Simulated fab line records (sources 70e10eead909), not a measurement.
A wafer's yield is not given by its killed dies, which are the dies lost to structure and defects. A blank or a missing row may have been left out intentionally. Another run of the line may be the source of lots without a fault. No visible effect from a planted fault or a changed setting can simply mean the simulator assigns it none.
Which tool did it?    flow nand-harc    14 lots with 42 wafers sampled at 4 steps, on a route of 1302 steps

## WHAT THE GAUGES READ, wafer by wafer
The record holds no reading of a measuring or inspecting step that can be judged against a usual standard deviation.

## EACH LOT AND THE TOOL THAT RAN IT (in order: tool; ch and the chambers of the sampled wafers; start)
lot   NHARC_A_CONTACT_ETCH_88             NHARC_A_CONTACT_ETCH_137              NHARC_A_CONTACT_ETCH_92             NHARC_A_CONTACT_ALD_18
L877  rie-diel-08 ch 0,2,3, day 22 21:50  har-cap-etch-03 ch 0,1, day 23 00:04  rie-diel-08 ch 0,2,3, day 23 01:07  ald-metal-04 ch 0,1,3, day 23 03:49
L876  rie-diel-08 ch 0,2,3, day 23 02:46  har-cap-etch-03 ch 0,1, day 23 04:56  rie-diel-08 ch 0,2,3, day 23 05:54  ald-metal-02 ch 0,3, day 23 07:22
L878  rie-diel-08 ch 0,2,3, day 23 10:01  har-cap-etch-02 ch 0,1, day 23 12:01  rie-diel-08 ch 0,2,3, day 23 13:06  ald-metal-01 ch 1,2,3, day 23 14:24
L879  rie-diel-08 ch 0,3, day 24 11:40    har-cap-etch-03 ch 0,1, day 24 13:38  rie-diel-08 ch 0,2, day 24 14:44    ald-metal-04 ch 1,2,3, day 24 15:56
L880  rie-diel-08 ch 0,3, day 24 14:20    har-cap-etch-02 ch 0,1, day 24 16:22  rie-diel-02 ch 0,1,3, day 24 17:28  ald-metal-01 ch 1,2, day 24 18:44
L881  rie-diel-08 ch 0,2,3, day 25 12:14  har-cap-etch-03 ch 0,1, day 25 14:44  rie-diel-08 ch 0,2, day 25 15:46    ald-metal-04 ch 0,1,3, day 25 17:12
L882  rie-diel-08 ch 0,1,2, day 26 07:56  har-cap-etch-02 ch 0,1, day 26 09:46  rie-diel-08 ch 1,2, day 26 10:50    ald-metal-01 ch 0,1,2, day 26 12:25
L886  rie-diel-08 ch 1,2,3, day 27 11:46  har-cap-etch-03 ch 0,1, day 27 13:33  rie-diel-02 ch 1,2,3, day 27 14:39  ald-metal-04 ch 0,2, day 27 15:52
L891  rie-diel-08 ch 0,2, day 29 14:26    har-cap-etch-02 ch 0,1, day 29 16:13  rie-diel-08 ch 0,1,3, day 29 17:21  ald-metal-01 ch 0,2,3, day 29 18:30
L893  rie-diel-02 ch 0,2, day 30 04:53    har-cap-etch-02 ch 0,1, day 30 06:41  rie-diel-02 ch 0,1,2, day 30 07:46  ald-metal-04 ch 1,2, day 30 08:54
L894  rie-diel-02 ch 0,1,2, day 31 06:04  har-cap-etch-02 ch 0,1, day 31 08:02  rie-diel-03 ch 0,1,3, day 31 09:09  ald-metal-01 ch 0,1,2, day 31 10:30
L897  rie-diel-03 ch 1,2,3, day 31 09:23  har-cap-etch-01 ch 0,1, day 31 11:19  rie-diel-03 ch 0,1,2, day 31 12:25  ald-metal-02 ch 1,3, day 31 13:38
L896  rie-diel-08 ch 0,1,3, day 31 11:31  har-cap-etch-03 ch 0,1, day 31 13:17  rie-diel-02 ch 2,3, day 31 14:23    ald-metal-01 ch 1,3, day 31 16:21
L898  rie-diel-08 ch 0,2,3, day 32 11:37  har-cap-etch-03 ch 0,1, day 32 13:25  rie-diel-03 ch 0,1,3, day 32 14:31  ald-metal-01 ch 0,1,3, day 32 15:41
- NHARC_A_CONTACT_ETCH_88: etches the open film in CF4, target depth 39 nm, time 65 s.
- NHARC_A_CONTACT_ETCH_137: etches the open film in C4F8/O2/Ar, time 311 s, target depth 1912 nm.
- NHARC_A_CONTACT_ETCH_92: etches the open film in CH3F/O2, target depth 40 nm, time 85.7 s.
- NHARC_A_CONTACT_ALD_18: deposits TiN, target thk 3 nm, pulse time 1 s, ald cycles 150.

## AS READ BY THE TOOLS THEMSELVES (means over the sampled wafers that have a number; for cases with no such wafer, the mark the record gives instead)
NHARC_A_CONTACT_ETCH_88. Usual: bias-w 100.0 W, standard deviation 0.33; cf4-flow-sccm 150.1 sccm, standard deviation 0.49; drypump-motor-current-A 5.8 A, standard deviation 0.35; oes-product-au 0.999 a.u., standard deviation 0.01; rf-vpp-V 150.8 V, standard deviation 0.99; showerhead-plenum-p-Torr 1.73 Torr, standard deviation 0.044; throttle-valve-pct 13.284 %, standard deviation 0.0089.
lot   tool         bias-w (W)  cf4-flow-sccm (sccm)  drypump-motor-current-A (A)  oes-product-au (a.u.)  rf-vpp-V (V)  showerhead-plenum-p-Torr (Torr)  throttle-valve-pct (%)  flag
L877  rie-diel-08  100.0       149.9                 6.0                          1.007                  151.9         1.72                             13.286                  
L876  rie-diel-08  100.3       150.3                 6.0                          1.001                  151.0         1.72                             13.286                  
L878  rie-diel-08  99.9        150.3                 6.0                          1.002                  150.3         1.72                             13.274                  
L879  rie-diel-08  100.1       149.5                 6.1                          0.994                  150.7         1.71                             13.280                  
L880  rie-diel-08  100.2       150.1                 6.0                          1.000                  151.3         1.72                             13.278                  
L881  rie-diel-08  100.3       149.7                 6.0                          0.998                  149.8         1.72                             13.290                  
L882  rie-diel-08  100.0       150.2                 5.9                          0.998                  150.6         1.72                             13.289                  
L886  rie-diel-08  100.2       150.3                 6.0                          1.005                  150.6         1.72                             13.287                  
L891  rie-diel-08  100.1       149.6                 6.0                          0.999                  150.4         1.72                             13.289                  
L893  rie-diel-02  99.5        149.9                 5.0                          1.002                  150.4         1.74                             13.279                  
L894  rie-diel-02  100.3       149.8                 5.4                          0.997                  151.5         1.78                             13.281                  
L897  rie-diel-03  100.1       149.9                 5.5                          0.994                  150.5         1.78                             13.290                  
L896  rie-diel-08  99.6        150.0                 6.0                          1.007                  150.8         1.71                             13.293                  
L898  rie-diel-08  100.3       150.0                 6.0                          1.002                  150.1         1.71                             13.294                  

NHARC_A_CONTACT_ETCH_137. Usual: chamber-pressure-mTorr 19.999 mTorr, standard deviation 0.017; oes-air-line-au 0.994 a.u., standard deviation 0.02.
lot   tool             chamber-pressure-mTorr (mTorr)  oes-air-line-au (a.u.)  flag
L877  har-cap-etch-03  20.008                          1.008                   
L876  har-cap-etch-03  20.007                          0.981                   
L878  har-cap-etch-02  19.987                          0.998                   
L879  har-cap-etch-03  20.002                          0.995                   
L880  har-cap-etch-02  19.994                          1.001                   
L881  har-cap-etch-03  19.982                          0.980                   
L882  har-cap-etch-02  20.002                          0.987                   
L886  har-cap-etch-03  20.007                          0.992                   
L891  har-cap-etch-02  -                               -                       OFF
L893  har-cap-etch-02  -                               -                       OFF
L894  har-cap-etch-02  20.004                          1.006                   
L897  har-cap-etch-01  19.981                          1.007                   
L896  har-cap-etch-03  19.993                          0.993                   
L898  har-cap-etch-03  20.005                          0.986                   

NHARC_A_CONTACT_ETCH_92. Usual: bias-w 99.99 W, standard deviation 0.27; ch3f-flow-sccm 49.99 sccm, standard deviation 0.15; drypump-motor-current-A 5.7 A, standard deviation 0.41; oes-product-au 0.932 a.u., standard deviation 0.025; rf-vpp-V 243.8 V, standard deviation 1.3; showerhead-plenum-p-Torr 2.42 Torr, standard deviation 0.074; throttle-valve-pct 20.664 %, standard deviation 0.01.
lot   tool         bias-w (W)  ch3f-flow-sccm (sccm)  drypump-motor-current-A (A)  oes-product-au (a.u.)  rf-vpp-V (V)  showerhead-plenum-p-Torr (Torr)  throttle-valve-pct (%)  flag
L877  rie-diel-08  100.40      50.02                  6.0                          0.930                  243.5         2.39                             20.667                  
L876  rie-diel-08  99.99       50.13                  6.0                          0.926                  243.6         2.39                             20.659                  
L878  rie-diel-08  99.84       49.87                  6.0                          0.930                  243.5         2.39                             20.667                  
L879  rie-diel-08  99.97       49.88                  5.9                          0.922                  243.8         2.40                             20.654                  
L880  rie-diel-02  100.17      50.13                  5.5                          0.916                  244.4         2.49                             20.666                  
L881  rie-diel-08  100.13      49.87                  6.0                          0.933                  243.6         2.40                             20.669                  
L882  rie-diel-08  99.88       50.01                  5.9                          0.929                  243.9         2.39                             20.661                  
L886  rie-diel-02  100.09      49.93                  5.5                          0.995                  244.4         2.46                             20.649                  
L891  rie-diel-08  99.98       49.93                  6.0                          0.930                  243.2         2.37                             20.659                  
L893  rie-diel-02  99.80       50.00                  5.5                          0.916                  245.2         2.48                             20.662                  
L894  rie-diel-03  99.85       50.04                  5.6                          0.915                  244.7         2.48                             20.656                  
L897  rie-diel-03  99.57       49.78                  5.8                          0.921                  244.4         2.49                             20.661                  
L896  rie-diel-02  100.21      49.94                  5.0                          0.935                  243.5         2.38                             20.661                  
L898  rie-diel-03  99.96       49.96                  5.7                          0.915                  243.6         2.48                             20.677                  

NHARC_A_CONTACT_ALD_18. Usual: heater-power-w 1085 W, standard deviation 67; precursor-pulse-height-rel 1.000, standard deviation 0.019.
lot   tool          heater-power-w (W)  precursor-pulse-height-rel  flag
L877  ald-metal-04  1117                1.011                       
L876  ald-metal-02  1147                1.018                       
L878  ald-metal-01  1053                1.006                       
L879  ald-metal-04  1109                1.007                       
L880  ald-metal-01  1083                1.004                       
L881  ald-metal-04  1143                0.993                       
L882  ald-metal-01  1054                0.994                       
L886  ald-metal-04  1095                1.023                       
L891  ald-metal-01  1011                0.994                       
L893  ald-metal-04  1070                0.998                       
L894  ald-metal-01  1076                1.017                       
L897  ald-metal-02  1167                1.000                       
L896  ald-metal-01  994                 0.999                       
L898  ald-metal-01  1034                1.006                       

## THE ANSWER, worked out from the rows above alone
Rule: a lot counts as off when the mean over its wafers that have a number is more than 3 standard deviations away from the usual mean. Also off: a lot with no number at a reading for which 4 or more lots have one. Any other lot the step has rows for is counted as sound. First the gauges in route order, then the tools' own readings, where a lot's mean is used as printed above. At the first step where some lot is off, the reading lying furthest off is the one used; lots without a number count as furthest.
Off: L891, L893, at NHARC_A_CONTACT_ETCH_137 (chamber-pressure-mTorr). Without a number there: L891, L893.
If a tool, at that step or one of the process steps before it, ran each lot that is off and ran no sound lot following the first of them, it fits. Of those tried, none fits.

## WHAT HAD BEEN PUT IN BY THE SIMULATOR
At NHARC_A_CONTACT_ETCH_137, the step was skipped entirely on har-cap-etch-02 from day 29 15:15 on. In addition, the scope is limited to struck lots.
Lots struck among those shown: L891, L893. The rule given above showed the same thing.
